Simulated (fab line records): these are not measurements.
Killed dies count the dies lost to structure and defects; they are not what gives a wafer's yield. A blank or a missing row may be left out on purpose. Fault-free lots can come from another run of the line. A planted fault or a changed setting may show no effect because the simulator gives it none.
fab line records	flow n5Finfet
record: lots: 5	wafers: 12	lastDay: 21
route steps=1938 shown BEOL_M4@1099 BEOL_M5@1112 BEOL_M15@1800 PASSIVATION@1936
lots with no fault: from the same line, run without faults
startH: hours from the record's opening day to when the first of the lot's shown wafers began	waitH: time in hours since the lot's previous step	" as in the row above	L1.1+2: a row that stands for several wafers	- either no value or no given start	* or withheld: withheld	< > ~ a bound
route shown NAME@n: a module of which the file shows steps, and the number in the route of the first	usual: mean and standard deviation over wafers with no fault	same: alike in all rows	chamber/n: place in a boat	sites: each site's reading	_std_site: the standard deviation of these	_edge_site: the outer-site mean with the inner-site mean subtracted	radiusMm: for every site, how far away it sits from the centre of the wafer	mask NAME#n: copy n	behind: the most recent tool/chamber to have shaped the wafer	hold: cause of the lot's hold/its duration in hours/its outcome	device: which transistor (n, p or np) failed to switch	end of line: tests run on the same wafers once the route is complete	a step without rows: its recipe alone	killed: dies lost to structure and defects at the first sort, not the wafer's yield	map: per-die view of a wafer (x killed, . not killed, _ where there is no die)
set.NAME: the setting the step ran with; set.NAME@STEP: the setting that earlier step ran with	model.NAME: the simulator's own value behind a step, which no gauge read
a table for each step, a row for each wafer; lots at some steps of the route
services: when a tool's chamber went out of use (startH, in hours from the record's first day, below 0 if earlier), for how many hours, and the reason
== steps ==
step: N5_BEOL_M4_ANNEAL_95
recipe: tempC: 400	timeS: 240	ambient: vacuum
step: N5_BEOL_M4_SPUTTER_96
recipe: material: Cu	targetThkA: 45	tempC: -20	chamberPressurePa: 0.07	powerW: withheld	timeS: 8.29
step: N5_BEOL_M4_ECD_50
recipe: material: Cu	targetThkA: 3000
step: N5_BEOL_M4_ANNEAL_51
recipe: tempC: 225	timeS: 90	ambient: N2
step: N5_BEOL_M4_CMP_52
recipe: stopOn: SiOC	tOverpolishS: 6.8	downForcePsi: 1	platenRpm: 50	clearingPlatenDownForcePsi: 1.5	clearingPlatenRpm: 50	postCmpClean: cuAlkaline	targetThkNm: 40	clearingPlatenPadVelocityMS: 0.99484	padVelocityMS: 0.99484
step: N5_BEOL_M4_PRE_CLEAN_60
recipe: gas: NH3/H2	timeS: 15	tempC: *	rfPowerW: 300
step: N5_BEOL_M4_CO_CAP_55
recipe: material: Co	targetThkA: 20	tempC: 200	precursor: CCTBA/H2	pressureTorr: 30	timeS: 102.1
step: N5_BEOL_M4_PRE_CLEAN_56
recipe: gas: NH3	timeS: 15	tempC: withheld	rfPowerW: 300
step: N5_BEOL_M4_DEP_57
recipe: material: SiCN	targetThkA: 80	tempC: withheld	precursor: 3MS/NH3	pressureTorr: 3	rfW: 202	timeS: 14
step: N5_BEOL_M4_RC_MEAS_101
usual: DIBL_N: 37.7/2	DIBL_P: 37.7/2.3	IOFF_N: 0.18/0.039	IOFF_P: 0.23/0.042	ION_N: 681/12	ION_P: 463/8	SS_N: 71.9/0.68	SS_P: 73.6/0.71	VT_N: 248/3.2	VT_P: -249/3.1
lot.wafer	tool	chamber	startH	waitH	DIBL_N[mV/V]	DIBL_P[mV/V]	IOFF_N[nA/um]	IOFF_P[nA/um]	ION_N[uA/um]	ION_P[uA/um]	SS_N[mV/dec]	SS_P[mV/dec]	VT_N[mV]	VT_P[mV]
L441.2	prober-01	0	278.43	0.2	39.1	38.4	0.20	0.20	686	459	72.3	73.3	247	-253
L441.3	"	0	"	"	39.3	38.7	0.19	0.21	665	449	71.8	73.6	253	-253
L441.5	"	0	"	"	40.6	40.4	0.23	0.25	680	455	72.3	73.5	247	-251
L452.4	prober-01	0	345.35	0.5	35.9	34.4	0.13	0.18	675	466	71.2	72.1	249	-254
L452.6	"	0	"	"	38.6	37.3	0.16	0.22	673	465	72.0	74.1	249	-251
L454.3	prober-02	0	348.76	0.3	37.2	36.4	0.17	0.23	674	463	71.4	73.9	248	-250
L454.5	"	0	"	"	38.9	38.7	0.21	0.27	683	467	72.3	74.1	247	-248
L455.4	prober-01	0	360.51	0.5	39.5	38.7	0.21	0.25	688	471	71.4	73.8	247	-246
L455.6	"	0	"	"	39.6	38.5	0.20	0.24	681	463	72.0	74.4	246	-251
L460.1	prober-02	0	402.27	0.0	38.4	37.0	0.23	0.25	706	471	72.1	73.2	241	-246
L460.4	"	0	"	"	37.0	34.9	0.16	0.21	663	455	71.9	72.4	251	-247
L460.5	"	0	"	"	38.9	39.3	0.24	0.29	705	475	72.5	75.0	241	-245
step: N5_BEOL_M5_ILD_DEP_00
recipe: material: SiCOH_lowk	targetThkA: 1406.4	tempC: 300	precursor: DEMS/porogen	pressureTorr: 5	rfW: 500	timeS: 25.9
step: N5_BEOL_M5_CURE_79
recipe: tempC: 385	timeS: 240	ambient: He/Ar	material: SiCOH_lowk
step: N5_BEOL_M5_PECVD_70
recipe: material: SiO2	targetThkA: 160	tempC: 400	precursor: TEOS/O2	pressureTorr: 5.5	rfW: 450	teosFlowSccm: 53.8	gas: O2	flowSccm: 3000	timeS: 18
step: N5_BEOL_M5_HM_DEP_02
recipe: material: TiN	targetThkA: 200	tempC: 25	chamberPressurePa: 0.49996
step: N5_BEOL_M5_COAT_59
recipe: resist: SOC	tempC: 250	timeS: 60	spinRpm: 1500	resistThkNm: 60
step: N5_BEOL_M5_COAT_60
recipe: resist: SiARC	tempC: 220	timeS: 60	spinRpm: 1500	resistThkNm: 12
step: N5_BEOL_M5_COAT_71
recipe: resist: underlayer	tempC: 205	timeS: 60	spinRpm: 1500	resistThkNm: 5
step: N5_BEOL_M5_COAT_05
recipe: resist: CAR-EUV	spinRpm: 1500	resistThkNm: 30
step: N5_BEOL_M5_EBR_07
recipe: solvent: PGMEA	ebrWidthMm: 1.5
step: N5_BEOL_M5_SOFTBAKE_06
recipe: tempC: 110	timeS: 60	resist: CAR-EUV
step: N5_BEOL_M5_EXPOSE_08
recipe: maskId: M5	na: 0.33	sourceShape: annular	sigmaInner: 0.4	sigmaOuter: 0.8	polarization: unpolarized	targetCdNm: 28	doseMj: 35.75
step: N5_BEOL_M5_PEB_09
recipe: pebTempC: 100	pebTimeS: 60	resist: CAR-EUV
step: N5_BEOL_M5_DEVELOP_10
recipe: developTimeS: 30	developer: TMAH	resist: CAR-EUV	rinseLiquid: surfactantRinse	dry: airSpin	devTempC: 23
step: N5_BEOL_M5_DESCUM_16
recipe: chemistry: O2	timeS: 7	sourcePowerW: 50	biasPowerW: 20	pressureMtorr: 20	rfFrequencyHz: 2.712e+07	tempC: 40	resist: CAR-EUV	o2FlowSccm: 225
step: N5_BEOL_M5_ETCH_72
recipe: chemistry: N2/H2	target: underlayer	targetDepthA: 65	maskMaterial: CAR-EUV	timeS: 5.2	ionEnergyEv: 200	pressureMtorr: 30	sourceW: 840	biasW: 150	n2FlowSccm: 200	h2FlowSccm: 200	ends: cleared
step: N5_BEOL_M5_ETCH_61
recipe: chemistry: CF4	target: SiARC	targetDepthA: 156	maskMaterial: CAR-EUV	timeS: 26	ionEnergyEv: 80	pressureMtorr: 40	sourceW: 545	biasW: 36	Ar_flow_sccm: 100	cf4FlowSccm: 100	ends: cleared
step: N5_BEOL_M5_ETCH_62
recipe: chemistry: N2/H2	target: SOC	targetDepthA: 750	overetchA: 150	maskMaterial: SiARC	tempC: 40	timeS: 112.5	ionEnergyEv: 200	pressureMtorr: 30	sourceW: 840	biasW: 150	n2FlowSccm: 200	h2FlowSccm: 200
step: N5_BEOL_M5_STRIP_63
recipe: chemistry: N2/H2	tempC: 40	n2FlowSccm: 200	h2FlowSccm: 200	rfFrequencyHz: 6e+07
step: N5_BEOL_M5_STRIP_73
recipe: chemistry: N2/H2	tempC: 40	n2FlowSccm: 200	h2FlowSccm: 200	rfFrequencyHz: 6e+07
step: N5_BEOL_M5_STRIP_64
recipe: chemistry: CF4	resist: SiARC	powerW: 300	biasPowerW: 75	pressureMtorr: 50	cf4FlowSccm: 150	rfFrequencyHz: 6e+07
step: N5_BEOL_M5_HM_OPEN_17
recipe: chemistry: Cl2/BCl3	targetDepthA: 200	overetchA: 60	target: TiN	maskMaterial: SOC	ionEnergyEv: 150	pressureMtorr: 10	icpW: 1000	biasW: 126	Cl2_flow_sccm: 53.25	bcl3FlowSccm: 21.75	Ar_flow_sccm: 25
step: N5_BEOL_M5_STRIP_19
recipe: chemistry: O2	powerW: 400	tempC: 40	pressureMtorr: 30	rfFrequencyHz: 6e+07	biasPowerW: 0	overashFraction: 0.2	o2FlowSccm: 225
step: N5_BEOL_M5_COAT_65
recipe: resist: SOC	tempC: 250	timeS: 60	spinRpm: 1500	resistThkNm: 60
step: N5_BEOL_M5_COAT_66
recipe: resist: SiARC	tempC: 220	timeS: 60	spinRpm: 1500	resistThkNm: 12
step: N5_BEOL_M15_EXPOSE_25
recipe: maskId: M15	na: 0.8	sourceShape: annular	sigmaInner: 0.5	sigmaOuter: 0.8	polarization: unpolarized	targetCdNm: 400	doseMj: 35.5
lot.wafer	tool	chamber	startH	waitH	mask
L441.2+3+5	krfScanner-02	0	372.03	-	M15#0
L452.4+6	krfScanner-02	0	428.85	-	M15#0
L454.3+5	krfScanner-02	0	428.97	-	M15#0
L455.4+6	krfScanner-02	0	439.37	-	M15#0
L460.1+4+5	krfScanner-02	0	491.50	-	M15#0
step: N5_BEOL_M15_CD_MEAS_28
recipe: targetCdNm: 407.6	landingEnergyEv: 500	detector: seInlens
usual: cdNm: 408.1/2.5
lot.wafer	tool	chamber	startH	waitH	cdNm
L441.2	cdSem-02	0	372.19	-	404.8
L441.3	"	0	"	"	407.8
L441.5	"	0	"	"	404.7
L452.4	cdSem-02	0	429.01	-	518.6
L452.6	"	0	"	"	409.6
L454.3	cdSem-02	0	429.13	-	404.8
L454.5	"	0	"	"	519.2
L455.4	cdSem-01	0	439.53	-	518.6
L455.6	"	0	"	"	403.7
L460.1	cdSem-02	0	491.67	-	408.1
L460.4	"	0	"	"	408.0
L460.5	"	0	"	"	402.8
step: N5_BEOL_M15_DESCUM_33
recipe: chemistry: O2	timeS: 7.9	sourcePowerW: 50	biasPowerW: 20	pressureMtorr: 20	rfFrequencyHz: 2.712e+07	tempC: 40	o2FlowSccm: 225
usual: biasPowerW: 20.00/0.06	drypumpMotorCurrentA: 5.6/0.42	oesProductAu: 0.79/0.087	rfVppV: 243.3/1.6	showerheadPlenumPTorr: 2.11/0.084	throttleValvePct: 20.4/0.34
lot.wafer	tool	chamber	startH	waitH	biasPowerW	drypumpMotorCurrentA	oesProductAu	rfHoursCounterH	rfVppV	showerheadPlenumPTorr	throttleValvePct	model.BEOL_M15.cdNm
L441.2	rieDiel-02	0	372.42	0.2	20.01	5.8	0.78	132	240.1	2.00	20.4	405
L441.3	"	2	"	"	19.96	5.8	0.66	246	242.3	1.97	20.7	408
L441.5	"	0	"	"	19.90	5.8	0.78	-	241.3	2.00	20.4	404.6
L452.4	rieDiel-02	3	429.49	0.4	20.10	5.4	0.75	123	244.4	2.20	20.2	518.8
L452.6	"	2	"	"	20.11	5.9	0.94	-	244.5	2.23	20.5	409.8
L454.3	rieDiel-03	3	429.59	0.4	20.02	6.4	0.69	209	243.5	2.08	20.5	404.6
L454.5	"	2	"	"	20.03	6.0	0.92	-	245.8	2.23	19.8	519.4
L455.4	rieDiel-03	1	439.62	0.0	20.12	5.9	0.87	46	241.7	2.12	20.1	518.8
L455.6	"	1	"	"	20.07	5.9	0.87	-	244.5	2.12	20.0	404.2
L460.1	rieDiel-02	0	491.76	0.0	19.87	5.8	0.73	175	241.7	1.98	20.5	408
L460.4	"	1	"	"	19.93	4.8	0.70	240	244.2	2.09	21.0	408
L460.5	"	0	"	"	19.96	5.8	0.73	-	242.2	1.98	20.5	403.2
step: N5_BEOL_M15_ETCH_38
recipe: chemistry: CF4/N2	target: SiCN	targetDepthA: 1064	taperDeg: 2	timeS: 120.5	ionEnergyEv: 150	maskMaterial: SiO2	pressureMtorr: 40	sourceW: 430	biasW: 70	Ar_flow_sccm: 100	cf4FlowSccm: 60	n2FlowSccm: 60
usual: drypumpMotorCurrentA: 5.6/0.41	oesProductAu: 0.80/0.092	rfVppV: 382.5/2.1	showerheadPlenumPTorr: 2.23/0.081	throttleValvePct: 15.5/0.31
lot.wafer	tool	chamber	startH	waitH	drypumpMotorCurrentA	oesProductAu	rfHoursCounterH	rfVppV	showerheadPlenumPTorr	throttleValvePct	model.BEOL_M15.cdNm
L441.2	rieDiel-02	2	-	-	5.8	0.65	248	379.1	2.10	16.0	398.4
L441.3	"	3	"	"	5.4	0.79	101	386.0	2.31	15.2	398.6
L441.5	"	0	"	"	5.8	0.78	-	379.3	2.14	15.6	398.4
L452.4	rieDiel-02	3	-	-	5.4	0.76	124	383.5	2.31	15.3	509.4
L452.6	"	0	"	"	5.8	0.75	-	381.4	2.13	15.6	401.8
L454.3	rieDiel-06	3	-	-	5.4	0.85	71	383.5	2.34	15.7	397.6
L454.5	"	1	"	"	5.6	0.71	-	378.4	2.11	16.0	510.2
L455.4	rieDiel-06	1	-	-	5.6	0.70	214	378.8	2.11	16.0	511.8
L455.6	"	0	"	"	5.7	0.84	-	379.6	2.15	15.2	397
L460.1	rieDiel-03	3	-	-	6.4	0.67	229	382.2	2.20	15.7	401.8
L460.4	"	0	"	"	5.2	0.81	88	382.1	2.15	15.5	402.4
L460.5	"	0	"	"	5.2	0.82	-	379.6	2.15	15.6	397.4
step: N5_PASSIVATION_PROBE_49
usual: defectLimitedYield: 91.1/1.4	killed_at_M0_to_M3: 34/9.6	killed_at_M4_up: 15/5.3	killedAtContacts: 12/6.1	killedAtFrontEnd: 40/11	killedAtOther: 3.5/2.8	killedDies: 105/17	killedOnRim: 14/4.3	killedOpen: 70/12	killedShort: 34/7.7	sort_bin_5_function: 5.2/0.97	sort_bin_6_memory: 3.4/0.62	sortNPass: 1075/17	sortYieldPct: 91.1/1.4
same: grossDies: 1180	killedAtBackSide: 0	sort_bin_4_leakage[%]: 0	sort_bin_8_speed[%]: 0
lot.wafer	tool	chamber	startH	waitH	defectLimitedYield[%]	killed_at_M0_to_M3	killed_at_M4_up	killedAtContacts	killedAtFrontEnd	killedAtOther	killedDies	killedOnRim	killedOpen	killedShort	sort_bin_5_function[%]	sort_bin_6_memory[%]	sortNPass	sortYieldPct[%]
L454.5	prober-02	-	450.05	0.2	0.1	38	1056	3	78	4	1179	151	68	38	5.0	3.6	1	0.1
L452.4	prober-01	-	450.54	0.2	0.3	22	1083	7	58	6	1176	149	65	31	4.7	3.5	4	0.3
L455.4	prober-01	-	460.39	0.2	0.1	44	1104	12	17	2	1179	152	67	18	4.5	2.6	1	0.1
L455.6	prober-01	-	460.49	0.3	89.0	42	18	18	49	3	130	14	91	38	6.7	4.0	1050	89.0
killed by level:class
L454.5 BEOL_M15:areaExpose=1044 HKMG_FIN:areaEtch=28 FIN_SAQP:geometricParticle:open=12 FIN_SAQP:geometricParticle:short=12 BEOL_M1:geometricParticle:open=8 BEOL_M2:geometricParticle:open=8 BEOL_M0_SAQP:geometricParticle:short=7 ILD0:geometricParticle:open=6
L452.4 BEOL_M15:areaExpose=1070 FIN_SAQP:geometricParticle:short=15 FIN_SAQP:geometricParticle:open=12 STI_FIN_REVEAL:geometricParticle:open=10 HKMG_FIN:areaEtch=9 BEOL_M2:geometricParticle:open=8 BEOL_M4:geometricParticle:open=8 MOL_CONTACT_COAG:geometricParticle:open=6
L455.4 BEOL_M15:areaExpose=1094 BEOL_M2:geometricParticle:open=12 MOL_CONTACT_COAG:geometricParticle:open=10 BEOL_M0:geometricParticle:open=9 BEOL_M0_SAQP:geometricParticle:short=6 BEOL_M0_SAQP:geometricParticle:open=5 BEOL_M4:geometricParticle:open=5 STARTING-WAFER:geometricParticle:open=5
L455.6 MOL_CONTACT_COAG:geometricParticle:open=16 STI_FIN_REVEAL:geometricParticle:open=11 BEOL_M2:geometricParticle:open=11 FIN_SAQP:geometricParticle:open=10 BEOL_M1:geometricParticle:open=10 BEOL_M4:geometricParticle:open=8 BEOL_M3:geometricParticle:open=7 FIN_SAQP:geometricParticle:short=6
map L452.4 (x killed, . not)
_________________xxxxxxxxx.xx________________
______________xxxxxxxxxxxxxxxxxx_____________
___________xxxx.xxxxxxxxxxxxxxxxxxx__________
__________xxxxxxxxxxxxxxxxxxxxxxxxxx_________
________xxxxxxxxxxxxxxxxxxxxxxxxxxxxxx_______
_______xxxxxxxxxxxxxxxxxxxxxxxxxxxxxxxx______
______xxxxxxxxxxxxxxxxxxxxxxxxxxxxxxxxxx_____
_____xxxxxxxxxxxxxxxxxxxxxxxxxxxxxxxxxxxx____
____xxxxxxxxxxxxxxxxxxxxxxxxxxxxxxxxxxxxxx___
___xxxxxxxxxxxxxxxxxxxxxxxxxxxxxxxxxxxxxxxx__
___xxxxxxxxxxxxxxxxxxxxxxxxxxxxxxxxxxxxxxxx__
__xxxxxxxxxxxxxxxxxxxxxxxxxxxxxxxxxxxxxxxxxx_
__xxxxxxxxxxxxxxxxxxxxxxxxxxxxxxxxxxxxxxxxxx_
_xxxxxxxxxxxxxxxxxxxxxxxxxxxxxxxxxxxxxxxxxxxx
_xxxxxxxxxxxxxxxxxxxxxxxxxxxxxxxxxxxxxxxxxxxx
_xxxxxxxxxxxxxxxxxxxxxxxxxxxxxxxxxxxxxxxxxxxx
_xxxxxxxxxxxxxxxxxxxxxxxxxxxxxxxxxxxxxxxxxxxx
_xxxxxxxxxxxxxxxxxxxxxxxxxxxxxxxxxxxxxxxxxxxx
_xxxxxxxxxxxxxxxxxxxxxxxxxxxxxxxxxxxxxxxxxxxx
_xxxxxxxxxxxxxxxxxxxxxxxxxxxxxxxxxxxxxxxxxxxx
_xxxxxxxxxxxxxxxxxxxxxxxxxxxxxxxxxxxxxxxxxxxx
__xxxxxxxxxxxxxxxxxxxxxxxxxxxxxxxxxxxxxxxxxx_
__xxxxxxxxxxxxxxxxxxxxxxxxxxxxxxxxxxxxxxxxxx_
___xxxxxxxxxxxxxxxxxxxxxxxxxxxxxxxxxxxxxxxx__
___xxxxxxxxxxxxxxxxxxxxxxxxxxxxxxxxxxxxxxxx__
____xxxxxxxxxxxxxxxxxxxxxxxxxxxxxxxxxxxxxx___
_____xxxxxxxxxxxxxxxxxxxxxxxxxxxxxxxxxxxx____
______xxxxxxxxxxxxxxxxxxxxxxxxxxxxxxxxxx_____
_______xxxxxxxxxxxxxxxxxxxxxxxxxxxxxxxx______
________xxxxxxxxxxxxxxxxxxxxxxxxxxxxxx_______
__________.xxxxxxxxxxxxxxxxxxxxxxxxx_________
___________xxxxxxxxxxxxxxxxxxxxxxxx__________
______________xxxxxxxxxxxxxxxxxx_____________
_________________xxxxxxxxxx.x________________
map L454.5 (x killed, . not)
_________________xxxxxxxxxxxx________________
______________x.xxxxxxxxxxxxxxxx_____________
___________xxxxxxxxxxxxxxxxxxxxxxxx__________
__________xxxxxxxxxxxxxxxxxxxxxxxxxx_________
________xxxxxxxxxxxxxxxxxxxxxxxxxxxxxx_______
_______xxxxxxxxxxxxxxxxxxxxxxxxxxxxxxxx______
______xxxxxxxxxxxxxxxxxxxxxxxxxxxxxxxxxx_____
_____xxxxxxxxxxxxxxxxxxxxxxxxxxxxxxxxxxxx____
____xxxxxxxxxxxxxxxxxxxxxxxxxxxxxxxxxxxxxx___
___xxxxxxxxxxxxxxxxxxxxxxxxxxxxxxxxxxxxxxxx__
___xxxxxxxxxxxxxxxxxxxxxxxxxxxxxxxxxxxxxxxx__
__xxxxxxxxxxxxxxxxxxxxxxxxxxxxxxxxxxxxxxxxxx_
__xxxxxxxxxxxxxxxxxxxxxxxxxxxxxxxxxxxxxxxxxx_
_xxxxxxxxxxxxxxxxxxxxxxxxxxxxxxxxxxxxxxxxxxxx
_xxxxxxxxxxxxxxxxxxxxxxxxxxxxxxxxxxxxxxxxxxxx
_xxxxxxxxxxxxxxxxxxxxxxxxxxxxxxxxxxxxxxxxxxxx
_xxxxxxxxxxxxxxxxxxxxxxxxxxxxxxxxxxxxxxxxxxxx
_xxxxxxxxxxxxxxxxxxxxxxxxxxxxxxxxxxxxxxxxxxxx
_xxxxxxxxxxxxxxxxxxxxxxxxxxxxxxxxxxxxxxxxxxxx
_xxxxxxxxxxxxxxxxxxxxxxxxxxxxxxxxxxxxxxxxxxxx
_xxxxxxxxxxxxxxxxxxxxxxxxxxxxxxxxxxxxxxxxxxxx
__xxxxxxxxxxxxxxxxxxxxxxxxxxxxxxxxxxxxxxxxxx_
__xxxxxxxxxxxxxxxxxxxxxxxxxxxxxxxxxxxxxxxxxx_
___xxxxxxxxxxxxxxxxxxxxxxxxxxxxxxxxxxxxxxxx__
___xxxxxxxxxxxxxxxxxxxxxxxxxxxxxxxxxxxxxxxx__
____xxxxxxxxxxxxxxxxxxxxxxxxxxxxxxxxxxxxxx___
_____xxxxxxxxxxxxxxxxxxxxxxxxxxxxxxxxxxxx____
______xxxxxxxxxxxxxxxxxxxxxxxxxxxxxxxxxx_____
_______xxxxxxxxxxxxxxxxxxxxxxxxxxxxxxxx______
________xxxxxxxxxxxxxxxxxxxxxxxxxxxxxx_______
__________xxxxxxxxxxxxxxxxxxxxxxxxxx_________
___________xxxxxxxxxxxxxxxxxxxxxxxx__________
______________xxxxxxxxxxxxxxxxxx_____________
_________________xxxxxxxxxxxx________________
== services ==
tool	chamber	startH	hours	kind
rieDiel-02	1	357.58	23.7	repair
rieDiel-02	-	358.10	0.8	repair
rieDiel-03	2	363.34	-	clean
rieDiel-03	2	363.34	-	consumableReplace:focusRing
rieDiel-03	2	363.34	-	consumableReplace:showerhead
rieDiel-03	2	363.34	22.2	scheduledDown
rieDiel-03	2	363.34	22.2	ventCycle
krfScanner-02	0	371.54	-	calibration
rieDiel-02	2	383.25	-	clean
rieDiel-02	2	383.25	-	consumableReplace:focusRing
rieDiel-02	2	383.25	-	consumableReplace:showerhead
rieDiel-02	2	383.25	17.0	scheduledDown
rieDiel-02	2	383.25	17.0	ventCycle
krfScanner-02	-	385.11	1.0	pm
krfScanner-02	-	405.08	0.3	repair
krfScanner-02	-	418.84	0.8	pm
krfScanner-02	-	431.92	1.3	pm
rieDiel-06	2	454.70	-	clean
rieDiel-06	2	454.70	-	consumableReplace:focusRing
rieDiel-06	2	454.70	24.6	scheduledDown
rieDiel-06	2	454.70	24.6	ventCycle
rieDiel-03	1	455.53	2.6	repair
rieDiel-03	2	474.60	14.4	repair
== key ==
firstSign: step: N5_BEOL_M15_CD_MEAS_28	reading: cdNm	direction: up	sigmas: 44	usual: 408.1	struck: 518.8
effect: step: N5_PASSIVATION_PROBE_49	reading: killed_at_M4_up	direction: up	sigmas: 99+	usual: 15	struck: 1081
modelEffect: step: N5_BEOL_M15_DESCUM_33	value: BEOL_M15.cdNm	without: 405.9	struck: 519
modelEffect: step: N5_BEOL_M15_ETCH_38	value: BEOL_M15.cdNm	without: 397.5	struck: 510.5
moreKillsBornAt: N5_BEOL_M15_EXPOSE_25@krfScanner-02: 3208
metAt N5_BEOL_M15_EXPOSE_25
struckWafers L452.4,L454.5,L455.4
laterRowsLeftOut L452.4,L454.5,L455.4
baselineLoss: step: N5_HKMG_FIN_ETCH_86	wafers: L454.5
onsetBetween 372.03 428.85
fault: kind: processParameterDrift	tool: krfScanner-02	chamber: -	onsetH: 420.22	steps: N5_BEOL_M15_EXPOSE_25	channel: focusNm	offset: 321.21	shape: step	endH: 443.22	scope: struckWafersOnly
laterRowsLeftOut: the simulator's readings of these wafers behind a module that went badly wrong aren't trusted and aren't shown, but for the sort
baselineLoss: these wafers lose ten dies or more at that step, a loss of the line's own and not of a fault; the sort's usual values leave them out
